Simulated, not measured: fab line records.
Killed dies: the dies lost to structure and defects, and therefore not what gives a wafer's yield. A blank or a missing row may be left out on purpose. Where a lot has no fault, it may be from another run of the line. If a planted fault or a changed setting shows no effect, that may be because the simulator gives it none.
fab line records	flow n5Finfet
record lots=7	wafers=21
route steps=1938 shown HKMG_FIN@406 GATE_CUT@466 MOL_CONTACT_COAG@586 BEOL_M0_SAQP@695 BEOL_M0_CUTY@705 BEOL_M1@753
startH: hours from the record's first day to the start of the lot's first wafer shown	waitH: how many hours have passed since the lot's step before this one	" the same as in the row above	L1.1+2: a row that stands for several wafers	- either no value or no given start	* or withheld: withheld	< > ~ a bound
route shown NAME@n: NAME is a module with steps in the file, n the number in the route of the first one	usual: mean and standard deviation over wafers with no fault	same: alike in all rows	chamber/n: place in a boat	sites: readings site by site	_std_site: the values' standard deviation	_edge_site: outer sites' mean less inner sites'	radiusMm: for every site, how far away it sits from the centre of the wafer	mask NAME#n: copy n	behind: the most recent tool/chamber to have shaped the wafer	hold: why the lot was held/for how many hours/how that ended	device: the n, p or np transistor that did not switch	end of line: tests of these same wafers at the route's end	step lacking rows: just its recipe	killed: the dies lost at the first sort to structure and to defects; this is not the yield of the wafer	map: the dies of a wafer, with x for killed, . for not killed, _ for no die there
set.NAME: the setting as run; set.NAME@STEP: as run at that earlier step	model.NAME: the simulator's own value behind a step, which no gauge read
lots with deliberately changed settings; one table per step, one row per wafer
## steps
# step N5_HKMG_FIN_ETCH_58
# recipe chemistry=N2/H2	target=SOC	targetDepthA=2158	ionEnergyEv=50	biasW=13	timeS=741	pressureMtorr=30	sourceW=875	n2FlowSccm=200	h2FlowSccm=200
# usual rfVppV=99.5/0.98
lot.wafer	tool	chamber	startH	waitH	set.biasW	rfVppV	model.SOC_of_HKMG_FIN_COAT_41.thkNm
L074.3	rieDiel-03	2	69.34	0.0	13	98.9	92
L074.4	"	3	"	"	13	100.7	83.2
L074.6	"	1	"	"	13	98.8	88.4
L078.1	rieDiel-05	0	97.75	0.0	15	107.9	68.4
L078.3	"	1	"	"	15	108.1	70.2
L078.4	"	2	"	"	13	99.7	88.8
L080.1	rieDiel-03	1	107.62	0.0	14.36	106.1	77.4
L080.3	"	2	"	"	13	99.2	84.2
L080.5	"	1	"	"	14.36	106.1	77.8
L082.1	rieDiel-05	1	119.54	0.0	13	99.0	87.8
L082.3	"	2	"	"	13	97.9	90.2
L082.6	"	3	"	"	13	98.9	85.4
L086.1	rieDiel-03	3	148.54	0.0	12.15	96.6	91
L086.2	"	2	"	"	12.15	95.1	92.6
L086.3	"	1	"	"	13	98.1	88.6
L090.3	rieDiel-05	0	169.02	0.0	13	99.7	83
L090.4	"	1	"	"	13	96.9	86.4
L090.6	"	3	"	"	13	99.8	82.8
L097.1	rieDiel-05	2	209.78	0.0	14.74	108.1	75.2
L097.2	"	1	"	"	13	98.2	82.4
L097.3	"	3	"	"	14.74	108.9	71.8
# step N5_HKMG_FIN_STRIP_93
# recipe chemistry=N2/H2	material=SOC	timeS=20	powerW=500	tempC=40	pressureMtorr=50	rfFrequencyHz=6e+07	biasPowerW=8	h2Frac=0.5	n2FlowSccm=300	h2FlowSccm=300
lot.wafer	tool	chamber	startH	waitH	set.biasW@HKMG_FIN_ETCH_58	model.SOC_of_HKMG_FIN_COAT_41.thkNm
L074.3	rieDiel-03	2	69.77	0.2	13	82.2
L074.4	"	3	"	"	13	72.8
L074.6	"	1	"	"	13	78.4
L078.1	rieDiel-05	0	98.17	0.2	15	58
L078.3	"	1	"	"	15	60
L078.4	"	2	"	"	13	78.6
L080.1	rieDiel-03	1	108.05	0.2	14.36	67.2
L080.3	"	2	"	"	13	74
L080.5	"	1	"	"	14.36	67.8
L082.1	rieDiel-05	1	119.96	0.2	13	77.6
L082.3	"	2	"	"	13	80.2
L082.6	"	3	"	"	13	75.2
L086.1	rieDiel-03	3	148.96	0.2	12.15	80.8
L086.2	"	2	"	"	12.15	82.4
L086.3	"	1	"	"	13	78.6
L090.3	rieDiel-05	0	169.45	0.2	13	72.8
L090.4	"	1	"	"	13	76.2
L090.6	"	3	"	"	13	72.6
L097.1	rieDiel-05	2	210.20	0.2	14.74	65.2
L097.2	"	1	"	"	13	72.2
L097.3	"	3	"	"	14.74	61.6
# step N5_GATE_CUT_ETCH_56
# recipe chemistry=Cl2/Ar	target=TiN	targetDepthA=216	pressureMtorr=10	icpW=600	biasW=60	Cl2_flow_sccm=40	Ar_flow_sccm=60
lot.wafer	tool	chamber	startH	waitH	set.icpW	model.etch.depthNm
L074.3	rieMetal-02	0	77.01	0.1	600	21.82
L074.4	"	1	"	"	600	21.93
L074.6	"	0	"	"	600	21.76
L078.1	rieMetal-03	0	105.38	0.1	546.9	20.05
L078.3	"	0	"	"	600	21.71
L078.4	"	1	"	"	600	21.59
L080.1	rieMetal-02	1	115.85	0.1	600	21.54
L080.3	"	1	"	"	677.7	24.18
L080.5	"	1	"	"	677.7	24.31
L082.1	rieMetal-03	1	128.25	0.1	600	21.44
L082.3	"	1	"	"	600	21.53
L082.6	"	1	"	"	533.3	19.55
L086.1	rieMetal-03	0	157.25	0.1	600	21.69
L086.2	"	1	"	"	497.7	18.38
L086.3	"	1	"	"	600	21.57
L090.3	rieMetal-02	1	176.94	0.1	566.9	20.62
L090.4	"	0	"	"	566.9	20.66
L090.6	"	1	"	"	566.9	20.61
L097.1	rieMetal-03	0	217.41	0.1	548.6	20.2
L097.2	"	1	"	"	600	21.46
L097.3	"	1	"	"	548.6	20.07
# step N5_MOL_CONTACT_COAG_VIA_ETCH_46
# recipe chemistry=C4F6/O2	targetDepthA=460	overetchA=92	maskMaterial=SOC	target=SiO2	biasW=455	pressureMtorr=10	timeS=40	sourceW=325	Ar_flow_sccm=300	C4F6_flow_sccm=10	O2_flow_sccm=10	ionEnergyEv=575.3	ends=endPoint
# usual rfVppV=1595/15
lot.wafer	tool	chamber	startH	waitH	set.biasW	rfVppV
L074.3	rieDiel-05	1	97.28	0.0	455	1576
L074.4	"	0	"	"	455	1602
L074.6	"	0	"	"	455	1603
L078.1	rieDiel-05	3	125.21	0.0	455	1600
L078.3	"	2	"	"	455	1596
L078.4	"	1	"	"	455	1577
L080.1	rieDiel-05	2	138.66	0.0	455	1596
L080.3	"	0	"	"	510.8	1745
L080.5	"	3	"	"	510.8	1743
L082.1	rieDiel-02	1	147.06	0.0	489.7	1665
L082.3	"	0	"	"	455	1624
L082.6	"	3	"	"	455	1614
L086.1	rieDiel-05	2	174.68	0.0	455	1596
L086.2	"	3	"	"	379.2	1394
L086.3	"	0	"	"	379.2	1395
L090.3	rieDiel-03	3	196.76	0.0	455	1567
L090.4	"	1	"	"	455	1601
L090.6	"	3	"	"	378.1	1364
L097.1	rieDiel-03	3	236.61	0.0	455	1566
L097.2	"	1	"	"	455	1600
L097.3	"	2	"	"	395.1	1429
# step N5_MOL_CONTACT_COAG_COAT_62
# recipe resist=SOC	tempC=250	timeS=60	spinRpm=1500	resistThkNm=60
lot.wafer	tool	chamber	startH	waitH	set.spinRpm	model.SOC_of_MOL_CONTACT_COAG_COAT_62.thkNm
L074.3+4	lithoTrack-03	0	97.65	0.0	1500	60
L074.6	"	0	"	"	1500	60.2
L078.1	lithoTrack-02	0	125.58	0.0	1343	63.6
L078.3	"	0	"	"	1343	63.4
L078.4	"	0	"	"	1500	60.4
L080.1	lithoTrack-04	0	139.03	0.0	1400	62.2
L080.3+5	"	0	"	"	1500	60.2
L082.1+6	lithoTrack-03	0	147.60	0.0	1500	60.2
L082.3	"	0	"	"	1500	60
L086.1	lithoTrack-02	0	175.06	0.0	1500	60.2
L086.2+3	"	0	"	"	1547	59.2
L090.3	lithoTrack-03	0	197.13	0.0	1500	60.4
L090.4	"	0	"	"	1394	62.4
L090.6	"	0	"	"	1500	60
L097.1+3	lithoTrack-03	0	237.24	0.0	1500	60
L097.2	"	0	"	"	1500	60.2
# step N5_MOL_CONTACT_COAG_EXPOSE_37
# recipe maskId=VD	na=0.33	sourceShape=annular	sigmaInner=0.3	sigmaOuter=0.7	polarization=unpolarized	defocusNm=0	doseMj=62
lot.wafer	tool	chamber	startH	waitH	mask	set.doseMj
L074.3+4+6	euvScanner-02	0	97.81	-	VD#0	62
L078.1	euvScanner-01	0	125.72	-	VD#0	65.54
L078.3+4	"	0	"	"	VD#0	62
L080.1+3+5	euvScanner-01	0	139.16	-	VD#0	62
L082.1+3+6	euvScanner-01	0	147.86	-	VD#0	62
L086.1+2	euvScanner-01	0	175.32	-	VD#0	62
L086.3	"	0	"	"	VD#0	63.4
L090.3+6	euvScanner-01	0	197.41	-	VD#0	62
L090.4	"	0	"	"	VD#0	60.64
L097.1	euvScanner-02	0	237.38	-	VD#0	57.67
L097.2+3	"	0	"	"	VD#0	62
# step N5_MOL_CONTACT_COAG_ETCHBACK_134
# recipe chemistry=CHF3	target=SiO2	targetDepthA=100	timeS=6.7	ionEnergyEv=200	pressureMtorr=30	sourceW=610	biasW=170	Ar_flow_sccm=200	CHF3_flow_sccm=50
lot.wafer	tool	chamber	startH	waitH	set.timeS
L074.3+4+6	rieDiel-02	1,3,1	98.67	0.1	6.7
L078.1	rieDiel-05	1	127.00	0.2	5.616
L078.3+4	"	3,2	"	"	6.7
L080.1+3+5	rieDiel-03	1,2,3	140.28	0.2	6.7
L082.1	rieDiel-05	0	148.95	0.6	7.686
L082.3+6	"	2	"	"	6.7
L086.1+3	rieDiel-03	2,0	175.90	0.1	6.7
L086.2	"	1	"	"	7.086
L090.3+6	rieDiel-05	0,3	197.97	0.1	6.7
L090.4	"	2	"	"	6.108
L097.1+3	rieDiel-05	2,3	237.97	0.1	8.117
L097.2	"	0	"	"	6.7
# step N5_MOL_CONTACT_COAG_ETCH_67
# recipe chemistry=N2/H2	target=SOC	targetDepthA=600	overetchA=210	maskMaterial=SiARC	tempC=40	timeS=101.2	ionEnergyEv=200	pressureMtorr=30	sourceW=840	biasW=150	n2FlowSccm=200	h2FlowSccm=200
lot.wafer	tool	chamber	startH	waitH	set.spinRpm@MOL_CONTACT_COAG_COAT_62	model.etch.depthNm
L074.3	rieDiel-02	1	98.71	0.0	1500	59.98
L074.4	"	3	"	"	1500	59.93
L074.6	"	1	"	"	1500	60.12
L078.1	rieDiel-05	1	127.03	0.0	1343	63.54
L078.3	"	3	"	"	1343	63.39
L078.4	"	2	"	"	1500	60.38
L080.1	rieDiel-03	1	140.32	0.0	1400	62.16
L080.3	"	2	"	"	1500	60.18
L080.5	"	3	"	"	1500	60.19
L082.1	rieDiel-05	0	148.98	0.0	1500	60.16
L082.3	"	2	"	"	1500	60.07
L082.6	"	2	"	"	1500	60.22
L086.1	rieDiel-03	2	175.93	0.0	1500	60.15
L086.2	"	1	"	"	1547	59.21
L086.3	"	0	"	"	1547	59.15
L090.3	rieDiel-05	0	198.00	0.0	1500	60.31
L090.4	"	2	"	"	1394	62.45
L090.6	"	3	"	"	1500	60.07
L097.1	rieDiel-05	2	238.00	0.0	1500	59.95
L097.2	"	0	"	"	1500	60.12
L097.3	"	3	"	"	1500	59.99
# step N5_MOL_CONTACT_COAG_STRIP_68
# recipe chemistry=N2/H2	tempC=40	n2FlowSccm=200	h2FlowSccm=200	rfFrequencyHz=6e+07
# step N5_MOL_CONTACT_COAG_STRIP_69
# recipe chemistry=N2/H2	tempC=40	n2FlowSccm=200	h2FlowSccm=200	rfFrequencyHz=6e+07
# step N5_MOL_CONTACT_COAG_ETCHBACK_136
# recipe chemistry=CHF3	target=SiO2	targetDepthA=250	timeS=16.7	ionEnergyEv=200	pressureMtorr=30	sourceW=610	biasW=170	Ar_flow_sccm=200	CHF3_flow_sccm=50
# step N5_MOL_CONTACT_COAG_STRIP_120
# recipe chemistry=CHF3	resist=SiARC	rfFrequencyHz=6e+07
# step N5_MOL_CONTACT_COAG_VIA_ETCH_117
# recipe chemistry=C4F6/O2	targetDepthA=400	overetchA=80	maskMaterial=SOC	target=SiO2	biasW=455	pressureMtorr=10	timeS=26	sourceW=325	Ar_flow_sccm=300	C4F6_flow_sccm=10	O2_flow_sccm=10	ionEnergyEv=575.3	ends=endPoint
lot.wafer	tool	chamber	startH	waitH	set.spinRpm@MOL_CONTACT_COAG_COAT_62	model.SOC_of_MOL_CONTACT_COAG_COAT_62.thkNm
L074.3+6	rieDiel-02	1	98.83	0.0	1500	51.6
L074.4	"	3	"	"	1500	51.4
L078.1	rieDiel-05	1	127.15	0.0	1343	55
L078.3	"	3	"	"	1343	54.8
L078.4	"	2	"	"	1500	51.8
L080.1	rieDiel-03	1	140.44	0.0	1400	53.8
L080.3+5	"	2,3	"	"	1500	51.6
L082.1+3	rieDiel-05	0,2	149.10	0.0	1500	51.6
L082.6	"	2	"	"	1500	51.8
L086.1	rieDiel-03	2	176.06	0.0	1500	51.6
L086.2	"	1	"	"	1547	51
L086.3	"	0	"	"	1547	50.6
L090.3	rieDiel-05	0	198.13	0.0	1500	51.8
L090.4	"	2	"	"	1394	54
L090.6	"	3	"	"	1500	51.4
L097.1+2	rieDiel-05	2,0	238.12	0.0	1500	51.6
L097.3	"	3	"	"	1500	51.4
# step N5_MOL_CONTACT_COAG_ETCH_124
# recipe chemistry=CH3F/O2	target=SiNx	targetDepthA=65	maskMaterial=SOC	stopOn=SiOC	overEtchFrac=0.3	ionEnergyEv=120	pressureMtorr=30	sourceW=395	biasW=73	Ar_flow_sccm=150	CH3F_flow_sccm=30	O2_flow_sccm=20	ends=endPoint
# step N5_MOL_CONTACT_COAG_ETCH_48
# recipe chemistry=C4F6/O2	targetDepthA=150	overetchA=45	maskMaterial=SOC	target=SiOC	biasW=465	pressureMtorr=10	timeS=17	sourceW=335	Ar_flow_sccm=300	C4F6_flow_sccm=10	O2_flow_sccm=10	ionEnergyEv=576
# step N5_MOL_CONTACT_COAG_PRECLEAN_138
# recipe chemistry=alkalineClean	tempC=60	timeS=60	doPpb=50
# step N5_MOL_CONTACT_COAG_SRD_139
# recipe dry=ipaMarangoni	timeS=30	tempC=23	rinseLiquid=diw
# step N5_MOL_CONTACT_COAG_CD_MEAS_101
# recipe targetCdNm=16
# usual cdNm=16.01/0.29
lot.wafer	tool	chamber	startH	waitH	set.doseMj@MOL_CONTACT_COAG_EXPOSE_37	cdNm
L074.3	cdSem-02	-	99.18	0.0	62	16.04
L074.4	"	-	"	"	62	15.62
L074.6	"	-	"	"	62	16.01
L078.1	cdSem-02	-	127.50	0.0	65.54	16.55
L078.3	"	-	"	"	62	15.62
L078.4	"	-	"	"	62	15.24
L080.1	cdSem-02	-	140.79	0.0	62	16.25
L080.3	"	-	"	"	62	16.17
L080.5	"	-	"	"	62	16.31
L082.1	cdSem-01	-	149.63	0.0	62	15.89
L082.3	"	-	"	"	62	15.88
L082.6	"	-	"	"	62	15.64
L086.1	cdSem-02	-	176.41	0.0	62	15.84
L086.2	"	-	"	"	62	16.53
L086.3	"	-	"	"	63.4	16.87
L090.3	cdSem-02	-	198.48	0.0	62	16.15
L090.4	"	-	"	"	60.64	15.30
L090.6	"	-	"	"	62	15.87
L097.1	cdSem-02	-	238.48	0.0	57.67	14.63
L097.2	"	-	"	"	62	16.37
L097.3	"	-	"	"	62	16.18
# step N5_BEOL_M0_SAQP_CUT_ETCH_46
# recipe chemistry=N2/H2	target=SOC	targetDepthA=1350	overetchA=270	tempC=40	timeS=202.5	ionEnergyEv=200	maskMaterial=SiARC	pressureMtorr=30	sourceW=840	biasW=150	n2FlowSccm=200	h2FlowSccm=200
lot.wafer	tool	chamber	startH	waitH	set.timeS	model.BEOL_M0_SAQP.cdNm	model.SiARC_of_BEOL_M0_SAQP_COAT_72.thkNm
L074.3	rieDiel-04	1	110.72	0.0	202.5	30	4.6
L074.4	"	1	"	"	202.5	30.4	4.6
L074.6	"	2	"	"	202.5	30.2	4.8
L078.1	rieDiel-04	2	138.38	0.0	202.5	30	5
L078.3	"	0	"	"	186.5	29.8	5.6
L078.4	"	3	"	"	186.5	29.6	5.6
L080.1	rieDiel-01	1	150.34	0.0	202.5	30	5
L080.3	"	3	"	"	202.5	30.2	5.2
L080.5	"	0	"	"	174.6	29.4	6.4
L082.1	rieDiel-06	2	160.69	0.0	202.5	30	4.4
L082.3	"	0	"	"	202.5	30.2	4.8
L082.6	"	1	"	"	202.5	29.8	5
L086.1	rieDiel-01	1	186.53	0.0	165.8	29.2	6.6
L086.2+3	"	0,2	"	"	202.5	30	4.8
L090.3	rieDiel-06	0	209.62	0.0	202.5	30.4	4.8
L090.4+6	"	1,0	"	"	202.5	30.2	4.8
L097.1	rieDiel-01	1	252.47	0.0	202.5	30	5.2
L097.2	"	0	"	"	243.9	31	3
L097.3	"	3	"	"	243.9	31	2.4
# step N5_BEOL_M0_SAQP_STRIP_74
# recipe chemistry=N2/H2	tempC=40	n2FlowSccm=200	h2FlowSccm=200	rfFrequencyHz=6e+07
# step N5_BEOL_M0_SAQP_STRIP_89
# recipe chemistry=N2/H2	tempC=40	n2FlowSccm=200	h2FlowSccm=200	rfFrequencyHz=6e+07
# step N5_BEOL_M0_SAQP_ALD_48
# recipe material=SiO2	targetThkA=200	tempC=100	aldPrecursorFamily=BDEAS	aldCoReactant=O2-plasma	pulseTimeS=1	coReactantPulseTimeS=1	purgeTimeS=2	coReactantPurgeTimeS=2	aldCycles=139	pressureTorr=2
# step N5_BEOL_M0_SAQP_ETCH_49
# recipe chemistry=CF4/O2	targetDepthA=370	target=SiO2	pressureMtorr=40	sourceW=535	biasW=49	Ar_flow_sccm=100	cf4FlowSccm=100	O2_flow_sccm=10	ionEnergyEv=100
lot.wafer	tool	chamber	startH	waitH	set.timeS@BEOL_M0_SAQP_CUT_ETCH_46	model.BEOL_M0_SAQP.cdNm
L074.3	rieDiel-01	3	111.74	0.3	202.5	30
L074.4	"	0	"	"	202.5	30.4
L074.6	"	3	"	"	202.5	30.2
L078.1	rieDiel-04	1	139.61	0.3	202.5	30
L078.3	"	2	"	"	186.5	30
L078.4	"	0	"	"	186.5	29.6
L080.1+3	rieDiel-04	2,1	151.11	0.3	202.5	30.2
L080.5	"	0	"	"	174.6	29.4
L082.1+6	rieDiel-04	0,3	161.41	0.3	202.5	30
L082.3	"	2	"	"	202.5	30.2
L086.1	rieDiel-01	0	187.26	0.3	165.8	29.2
L086.2+3	"	2,1	"	"	202.5	30
L090.3	rieDiel-04	2	210.35	0.3	202.5	30.4
L090.4+6	"	3,2	"	"	202.5	30.2
L097.1	rieDiel-04	2	253.25	0.3	202.5	30
L097.2	"	3	"	"	243.9	31.2
L097.3	"	0	"	"	243.9	31
# step N5_BEOL_M0_CUTY_EXPOSE_54
# recipe maskId=M0_ABLK	na=1.35	sourceShape=conventional	sigmaOuter=0.8	polarization=unpolarized	doseMj=36
lot.wafer	tool	chamber	startH	waitH	mask	set.doseMj
L074.3+4+6	arfiScanner-02	0	111.99	-	M0_ABLK#0	36
L078.1+4	arfiScanner-02	0	139.98	-	M0_ABLK#0	38.62
L078.3	"	0	"	"	M0_ABLK#0	36
L080.1+5	arfiScanner-02	0	151.48	-	M0_ABLK#0	36
L080.3	"	0	"	"	M0_ABLK#0	37.62
L082.1+3+6	arfiScanner-03	0	161.78	-	M0_ABLK#0	36
L086.1+3	arfiScanner-02	0	187.63	-	M0_ABLK#0	36
L086.2	"	0	"	"	M0_ABLK#0	37.64
L090.3+4+6	arfiScanner-01	0	210.73	-	M0_ABLK#0	36
L097.1+3	arfiScanner-03	0	253.62	-	M0_ABLK#0	33.88
L097.2	"	0	"	"	M0_ABLK#0	36
# step N5_BEOL_M0_CUTY_PEB_55
# recipe pebTempC=110	pebTimeS=60	resist=CAR-ArF-block
# step N5_BEOL_M0_CUTY_DEVELOP_56
# recipe developTimeS=30	developer=TMAH	resist=CAR-ArF-block	rinseLiquid=diw	dry=airSpin	devTempC=23
# step N5_BEOL_M0_CUTY_CD_MEAS_57
# recipe targetCdNm=200	landingEnergyEv=500	detector=seInlens	polarity=line
# usual cdNm=200.0/0.79
lot.wafer	tool	chamber	startH	waitH	set.doseMj@BEOL_M0_CUTY_EXPOSE_54	cdNm
L074.3	cdSem-01	0	112.11	-	36	201.5
L074.4	"	0	"	"	36	201.5
L074.6	"	0	"	"	36	200.6
L078.1	cdSem-02	0	140.11	-	38.62	195.2
L078.3	"	0	"	"	36	199.4
L078.4	"	0	"	"	38.62	195.2
L080.1	cdSem-02	0	151.60	-	36	199.4
L080.3	"	0	"	"	37.62	196.4
L080.5	"	0	"	"	36	199.8
L082.1	cdSem-01	0	161.91	-	36	199.4
L082.3	"	0	"	"	36	199.2
L082.6	"	0	"	"	36	200.5
L086.1	cdSem-01	0	187.75	-	36	198.3
L086.2	"	0	"	"	37.64	196.8
L086.3	"	0	"	"	36	200.0
L090.3	cdSem-01	0	210.85	-	36	199.8
L090.4	"	0	"	"	36	200.1
L090.6	"	0	"	"	36	199.2
L097.1	cdSem-01	0	253.75	-	33.88	204.1
L097.2	"	0	"	"	36	199.7
L097.3	"	0	"	"	33.88	203.7
# step N5_BEOL_M1_PECVD_72
# recipe material=SiO2	targetThkA=160	tempC=400	precursor=TEOS/O2	pressureTorr=5.5	rfW=450	teosFlowSccm=53.8	gas=O2	flowSccm=3000	timeS=18
lot.wafer	tool	chamber	startH	waitH	set.tempC	model.SiO2_of_BEOL_M1_PECVD_72.thkNm
L074.3	pecvd-02	1	117.99	0.0	400	15.8
L074.4+6	"	1,0	"	"	400	16
L078.1+3	pecvd-01	2,0	147.29	0.0	400	16
L078.4	"	0	"	"	400	16.2
L080.1+3+5	pecvd-01	1,2,2	156.12	0.0	400	16
L082.1+3	pecvd-02	2,1	170.07	0.0	400	16
L082.6	"	0	"	"	400	16.4
L086.1+2	pecvd-01	2,0	195.36	0.0	400	16.2
L086.3	"	1	"	"	400	16
L090.3	pecvd-01	1	216.11	0.0	400	16
L090.4	"	2	"	"	400	16.4
L090.6	"	1	"	"	400	16.2
L097.1+2+3	pecvd-03	0,2,1	260.26	0.0	385	17.8
## key
split step=N5_HKMG_FIN_ETCH_58	setting=biasW	stated=13	by=wafer
response step=N5_HKMG_FIN_ETCH_58	reading=rfVppV	change=+0.62	per=1%	r=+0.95
response step=N5_HKMG_FIN_ETCH_58	reading=model.SOC_of_HKMG_FIN_COAT_41.thkNm	change=-0.896	per=1%	r=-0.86
response step=N5_HKMG_FIN_STRIP_93	reading=model.SOC_of_HKMG_FIN_COAT_41.thkNm	change=-0.892	per=1%	r=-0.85
split step=N5_GATE_CUT_ETCH_56	setting=icpW	stated=600	by=wafer
response step=N5_GATE_CUT_ETCH_56	reading=model.etch.depthNm	change=+0.187	per=1%	r=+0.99
split step=N5_MOL_CONTACT_COAG_VIA_ETCH_46	setting=biasW	stated=455	by=wafer
response step=N5_MOL_CONTACT_COAG_VIA_ETCH_46	reading=rfVppV	change=+11.9	per=1%	r=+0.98
split step=N5_MOL_CONTACT_COAG_COAT_62	setting=spinRpm	stated=1500	by=wafer
response step=N5_MOL_CONTACT_COAG_COAT_62	reading=model.SOC_of_MOL_CONTACT_COAG_COAT_62.thkNm	change=-0.302	per=1%	r=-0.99
response step=N5_MOL_CONTACT_COAG_ETCH_67	reading=model.etch.depthNm	change=-0.302	per=1%	r=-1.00
response step=N5_MOL_CONTACT_COAG_VIA_ETCH_117	reading=model.SOC_of_MOL_CONTACT_COAG_COAT_62.thkNm	change=-0.311	per=1%	r=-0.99
split step=N5_MOL_CONTACT_COAG_EXPOSE_37	setting=doseMj	stated=62	by=wafer
response step=N5_MOL_CONTACT_COAG_CD_MEAS_101	reading=cdNm	change=+0.23	per=1%	r=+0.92
split step=N5_MOL_CONTACT_COAG_ETCHBACK_134	setting=timeS	stated=6.7	by=wafer
response none clear
split step=N5_BEOL_M0_SAQP_CUT_ETCH_46	setting=timeS	stated=202.5	by=wafer
response step=N5_BEOL_M0_SAQP_CUT_ETCH_46	reading=model.BEOL_M0_SAQP.cdNm	change=+0.047	per=1%	r=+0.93
response step=N5_BEOL_M0_SAQP_CUT_ETCH_46	reading=model.SiARC_of_BEOL_M0_SAQP_COAT_72.thkNm	change=-0.107	per=1%	r=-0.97
response step=N5_BEOL_M0_SAQP_ETCH_49	reading=model.BEOL_M0_SAQP.cdNm	change=+0.0497	per=1%	r=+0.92
split step=N5_BEOL_M0_CUTY_EXPOSE_54	setting=doseMj	stated=36	by=wafer
response step=N5_BEOL_M0_CUTY_CD_MEAS_57	reading=cdNm	change=-0.623	per=1%	r=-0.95
split step=N5_BEOL_M1_PECVD_72	setting=tempC	stated=400	by=lot
response step=N5_BEOL_M1_PECVD_72	reading=model.SiO2_of_BEOL_M1_PECVD_72.thkNm	change=-0.459	per=1%	r=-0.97
